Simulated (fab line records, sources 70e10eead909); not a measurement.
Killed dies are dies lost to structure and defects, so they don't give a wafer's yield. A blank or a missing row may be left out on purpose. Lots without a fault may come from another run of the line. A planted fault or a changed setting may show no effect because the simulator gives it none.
Which tool did it? | flow nand_harc | 24 lots, 72 wafers sampled, at 4 steps of a route of 1302

WHAT THE GAUGES READ, wafer by wafer
NHARC_P_BONDPAD_OVL_MEAS_38. Usual: overlay_x_nm -1 nm, standard deviation 5.3; overlay_y_nm 0 nm, standard deviation 6.5.
lot  | measured     | on         | overlay_x_nm (nm) | overlay_y_nm (nm) | flag
L074 | day 6 21:10  | overlay-02 | 4 4 4             | -4 -4 -4          |
L075 | day 7 02:52  | overlay-01 | 3 3 2             | 6 6 5             |
L076 | day 7 07:40  | overlay-01 | -4 -3 -3          | 8 8 8             |
L077 | day 8 00:40  | overlay-02 | 1 2 2             | -1 -2 -1          |
L078 | day 8 09:03  | overlay-02 | -3 -3 -3          | -10 -10 -9        |
L079 | day 8 13:44  | overlay-01 | 7 7 7             | 6 6 6             |
L080 | day 9 05:26  | overlay-02 | 8 8 9             | 2 2 2             |
L081 | day 9 07:11  | overlay-02 | -2 -2 -2          | 2 1 1             |
L082 | day 9 17:11  | overlay-02 | -2 -2 -2          | 4 4 3             |
L083 | day 10 07:13 | overlay-02 | -8 -7 -8          | 5 5 5             |
L084 | day 10 20:58 | overlay-02 | -1 -2 -1          | 4 5 5             |
L085 | day 10 23:54 | overlay-01 | 1 1 1             | 3 2 3             |
L086 | day 11 17:44 | overlay-01 | -1 -2 -1          | 4 4 4             |
L088 | day 12 15:52 | overlay-01 | -1 0 0            | 0 -1 0            |
L087 | day 12 16:34 | overlay-01 | -9 -8 -8          | -9 -9 -9          |
L089 | day 12 17:37 | overlay-02 | -10 -10 -10       | -5 -6 -5          |
L090 | day 13 07:09 | overlay-01 | 2 3 2             | -2 -2 -2          |
L091 | day 13 16:55 | overlay-02 | 7 7 6             | 7 7 7             |
L092 | day 14 04:19 | overlay-02 | -4 -4 -4          | 0 1 1             |
L093 | day 14 08:04 | overlay-01 | 4 4 4             | 4 5 4             |
L094 | day 14 22:29 | overlay-02 | -1 0 -1           | 10 10 10          |
L095 | day 15 09:10 | overlay-01 | -10 -10 -10       | -10 -11 -11       |
L096 | day 15 13:56 | overlay-02 | -7 -6 -6          | -4 -5 -4          |
L097 | day 16 05:46 | overlay-01 | 6 6 6             | -16 -16 -16       |

NHARC_A_ZERO_WELL_CD_MEAS_10: target cd 2000 nm. Usual: cd_nm 1999.6 nm, standard deviation 2.
lot  | measured     | on        | cd_nm (nm)           | flag
L074 | day 7 01:11  | cd_sem-01 | 2001.0 2003.0 2000.2 |
L075 | day 7 06:53  | cd_sem-02 | 1997.3 1996.6 1997.0 |
L076 | day 7 11:41  | cd_sem-01 | 2001.6 2003.9 1998.7 |
L077 | day 8 05:37  | cd_sem-01 | 2000.4 1999.2 2000.2 |
L078 | day 8 12:55  | cd_sem-03 | 2000.5 2000.7 2000.8 |
L079 | day 8 17:45  | cd_sem-01 | 2000.0 2000.0 1998.7 |
L080 | day 9 09:33  | cd_sem-02 | 2001.1 1999.4 2002.2 |
L081 | day 9 11:13  | cd_sem-02 | 1999.9 1997.7 1997.1 |
L082 | day 9 21:04  | cd_sem-02 | 1998.7 1996.2 1997.6 |
L083 | day 10 11:34 | cd_sem-02 | 1998.1 1997.6 2000.4 |
L084 | day 11 00:52 | cd_sem-03 | 2005.0 2002.0 1999.1 |
L085 | day 11 03:55 | cd_sem-01 | 2000.0 1999.0 1999.4 |
L086 | day 11 21:44 | cd_sem-03 | 1997.8 1998.4 1999.3 |
L088 | day 12 19:43 | cd_sem-02 | 2000.3 1999.1 1998.8 |
L087 | day 12 20:34 | cd_sem-01 | 1997.1 2000.4 2000.4 |
L089 | day 12 21:35 | cd_sem-03 | 1999.5 2003.2 2002.2 |
L090 | day 13 11:13 | cd_sem-02 | 1997.1 2000.3 1999.8 |
L091 | day 13 21:05 | cd_sem-02 | 2002.3 2000.3 2001.5 |
L092 | day 14 08:13 | cd_sem-03 | 2001.7 1997.2 1997.9 |
L093 | day 14 12:07 | cd_sem-02 | 1997.8 2002.3 2000.7 |
L094 | day 15 02:28 | cd_sem-03 | 1995.0 1997.9 1998.0 |
L095 | day 15 13:36 | cd_sem-02 | 1999.9 2000.9 2000.1 |
L096 | day 15 17:47 | cd_sem-01 | 1998.7 2000.2 1999.0 |
L097 | day 16 09:41 | cd_sem-03 | 1999.4 1996.8 1998.4 |

NHARC_A_ONON_D1_THK_MEAS_30: measures by ellipsometry. Usual: thk_nm 1000 nm, standard deviation 12.
lot  | measured     | on            | thk_nm (nm)    | flag
L074 | day 8 16:44  | film_metro-02 | 1022 1020 1022 |
L075 | day 8 16:44  | film_metro-01 | 999 999 998    |
L076 | day 9 02:25  | film_metro-01 | 996 996 996    |
L077 | day 9 17:35  | film_metro-02 | 969 972 970    |
L078 | day 10 02:01 | film_metro-02 | 998 995 997    |
L079 | day 10 02:03 | film_metro-01 | 995 995 994    |
L080 | day 11 01:38 | film_metro-02 | 992 991 991    |
L081 | day 11 01:35 | film_metro-01 | 1002 1002 1004 |
L082 | day 11 15:40 | film_metro-01 | 993 992 993    |
L083 | day 11 22:18 | film_metro-02 | 1007 1007 1007 |
L084 | day 12 14:18 | film_metro-01 | 981 981 981    |
L085 | day 12 14:18 | film_metro-02 | 1002 1001 1000 |
L086 | day 13 08:35 | film_metro-02 | 1024 1024 1022 |
L088 | day 14 07:44 | film_metro-02 | 1004 1005 1004 |
L087 | day 14 07:50 | film_metro-01 | 1005 1005 1006 |
L089 | day 14 08:01 | film_metro-02 | 1009 1008 1009 |
L090 | day 15 01:11 | film_metro-02 | 996 997 997    |
L091 | day 15 08:34 | film_metro-02 | 1017 1014 1015 |
L092 | day 15 19:02 | film_metro-01 | 1012 1013 1014 |
L093 | day 15 22:34 | film_metro-02 | 1005 1005 1005 |
L094 | day 16 14:16 | film_metro-01 | 988 986 987    |
L095 | day 16 23:38 | film_metro-01 | 996 998 998    |
L096 | day 17 05:46 | film_metro-01 | 992 991 991    |
L097 | day 17 23:20 | film_metro-01 | 998 996 997    |

WHICH TOOL RAN EACH LOT (tool, then ch and the chambers of the sampled wafers, then the start)
lot  | NHARC_P_BONDPAD_ANNEAL_28
L074 | rtp_anneal-01 ch 0, day 6 22:58
L075 | rtp_anneal-02 ch 0, day 7 04:45
L076 | rtp_anneal-01 ch 0, day 7 09:29
L077 | rtp_anneal-02 ch 0, day 8 03:27
L078 | rtp_anneal-01 ch 0, day 8 10:53
L079 | rtp_anneal-01 ch 0, day 8 15:32
L080 | rtp_anneal-01 ch 0, day 9 07:25
L081 | rtp_anneal-01 ch 0, day 9 09:00
L082 | rtp_anneal-01 ch 0, day 9 18:59
L083 | rtp_anneal-01 ch 0, day 10 09:04
L084 | rtp_anneal-01 ch 0, day 10 22:52
L085 | rtp_anneal-02 ch 0, day 11 01:55
L086 | rtp_anneal-02 ch 0, day 11 19:34
L088 | rtp_anneal-01 ch 0, day 12 17:49
L087 | rtp_anneal-02 ch 0, day 12 18:22
L089 | rtp_anneal-02 ch 0, day 12 19:25
L090 | rtp_anneal-02 ch 0, day 13 09:05
L091 | rtp_anneal-02 ch 0, day 13 18:50
L092 | rtp_anneal-01 ch 0, day 14 06:10
L093 | rtp_anneal-01 ch 0, day 14 09:56
L094 | rtp_anneal-02 ch 0, day 15 00:17
L095 | rtp_anneal-02 ch 0, day 15 11:23
L096 | rtp_anneal-02 ch 0, day 15 15:44
L097 | rtp_anneal-02 ch 0, day 16 07:37
- NHARC_P_BONDPAD_ANNEAL_28: time 90 s.

WHAT THE TOOLS THEMSELVES READ (means of the sampled wafers that have a number; where no wafer has one, the mark that the record gives instead)
NHARC_P_BONDPAD_ANNEAL_28. Usual: wafer_temp_C_max 225.87, standard deviation 0.29.
lot  | tool          | wafer_temp_C_max | flag
L074 | rtp_anneal-01 | 225.64           |
L075 | rtp_anneal-02 | 226.03           |
L076 | rtp_anneal-01 | 225.70           |
L077 | rtp_anneal-02 | 226.10           |
L078 | rtp_anneal-01 | 225.67           |
L079 | rtp_anneal-01 | 225.91           |
L080 | rtp_anneal-01 | 225.53           |
L081 | rtp_anneal-01 | 225.76           |
L082 | rtp_anneal-01 | 225.85           |
L083 | rtp_anneal-01 | 225.80           |
L084 | rtp_anneal-01 | 225.61           |
L085 | rtp_anneal-02 | 226.02           |
L086 | rtp_anneal-02 | 226.14           |
L088 | rtp_anneal-01 | 225.87           |
L087 | rtp_anneal-02 | 226.24           |
L089 | rtp_anneal-02 | 226.16           |
L090 | rtp_anneal-02 | 226.25           |
L091 | rtp_anneal-02 | 226.18           |
L092 | rtp_anneal-01 | 225.76           |
L093 | rtp_anneal-01 | 225.40           |
L094 | rtp_anneal-02 | 226.04           |
L095 | rtp_anneal-02 | 226.13           |
L096 | rtp_anneal-02 | 225.94           |
L097 | rtp_anneal-02 | 225.90           |

THE ANSWER, worked out from the rows above alone
Rule: a lot is off if the mean of its wafers that have a number lies more than 3 standard deviations from the usual mean. A lot without any number at a reading at which 4 lots or more have one is off too. The other lots that the step has rows for count as sound. The gauges are gone through in route order, then the tools' own readings, and for those a lot's mean is taken as printed above. The first step at which some lot is off is used, and at that step the reading that is off furthest; a lot without a number counts as furthest.
No lot is off at any reading shown: from this, nothing can be told.

WHAT THE SIMULATOR HAD PUT IN
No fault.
